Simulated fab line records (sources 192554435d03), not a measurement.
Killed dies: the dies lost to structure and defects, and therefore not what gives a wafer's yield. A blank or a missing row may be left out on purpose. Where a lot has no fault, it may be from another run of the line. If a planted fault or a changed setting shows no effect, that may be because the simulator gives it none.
A struck lot beside a sound one | flow n5Finfet | 16 steps out of a route of 1938
Sound: the wafers L513.2, L513.4, L513.6. The struck wafers were L506.2, L506.3, L506.6. Last of all comes the cause.
At each step with rows: each side's tool, then ch and its chambers, then its first start. Under that, the readings that differ: sound wafers | struck wafers | difference of the means | sigmas: that difference in standard deviations of wafers without a fault.
alike: words and numbers the same on both sides, and readings whose means are apart by under 2 such deviations; not compared: readings that were withheld, readings missing a value for some wafer, numbers with overlapping values and no deviation given by the record, and bounds like >300 which may hide the same value.
The two part at a step that has a row with sigmas, a row that says differs or no value, or rows on one side only. Numbers that don't overlap but have no deviation are shown without sigmas and don't part them. A reading missing from all wafers of one side parts the sides only when that side holds two or more wafers.

N5_WELL_APT_OVL_MEAS_09:
  sound on overlay-01 ch 0, day 7 02:09; struck on overlay-02 ch 0, day 5 07:49
  alike: NWELL_OVL
N5_WELL_APT_INSPECT_10: inspects for defects (macro).
  sound: defectInspect-01 at day 7 02:17; struck: defectInspect-01 at day 5 07:50
  alike: rawDefectCount
N5_WELL_APT_DESCUM_13: chemistry O2, time 7.9 s.
  sound on rieDiel-04 ch 0,1,3, day 7 02:35; struck on rieDiel-04 ch 1,2,3, day 5 07:52
  alike: drypumpMotorCurrentA, oesProductAu, rfVppV, showerheadPlenumPTorr, throttleValvePct
  not compared: rfHoursCounterH
then, 9 steps without rows for these wafers: N5_WELL_APT_IMPLANT_14; N5_WELL_APT_IMPLANT_15; N5_WELL_APT_STRIP_16 (strips in SPM, time 900 s); N5_WELL_APT_HMDS_18 (time 60 s); N5_WELL_APT_COAT_19 (resist thk 950 nm); N5_WELL_APT_EBR_21; N5_WELL_APT_SOFTBAKE_20 (time 60 s); N5_WELL_APT_EXPOSE_22 (exposes mask PWELL, defocus 0 nm, target cd 200 nm); N5_WELL_APT_PEB_23 (peb time 90 s).
N5_WELL_APT_DEVELOP_24: develop time 45 s.
  sound on lithoTrack-01 ch 0, day 7 03:30; struck on lithoTrack-04, day 5 08:55
  no value came back on the struck wafers for chillPlateTempC (C), developTimeS (s); on the sound wafers chillPlateTempC (C) reads 22.96 23.03 23.04
reading                                   | sound           | struck            | difference | sigmas
model.coat_of_WELL_APT_COAT_19.thkNm (nm) | 933.2 935.7 934 | 953.8 952.8 955.2 | +19.6      | 
then, 1 step without rows for these wafers: N5_WELL_APT_HARDBAKE_29 (time 120 s).
N5_WELL_APT_CD_MEAS_25 targets a cd of 200 nm.
  sound on cdSem-03 ch 0, day 7 03:37; struck on cdSem-03 ch 0, day 5 09:01
reading   | sound             | struck | difference                    | sigmas
cdNm (nm) | 198.1 200.1 197.3 | - - -  | no value on the struck wafers | 
N5_WELL_APT_OVL_MEAS_26:
  sound on overlay-01 ch 0, day 7 03:38; struck on overlay-01 ch 0, day 5 09:03
reading        | sound   | struck | difference                    | sigmas
PWELL_OVL (nm) | -8 0 -7 | - - -  | no value on the struck wafers | 

WHERE THEY PART
At N5_WELL_APT_DEVELOP_24 first; at N5_WELL_APT_OVL_MEAS_26 last (within this record only).

WHY: what had been put in by the simulator
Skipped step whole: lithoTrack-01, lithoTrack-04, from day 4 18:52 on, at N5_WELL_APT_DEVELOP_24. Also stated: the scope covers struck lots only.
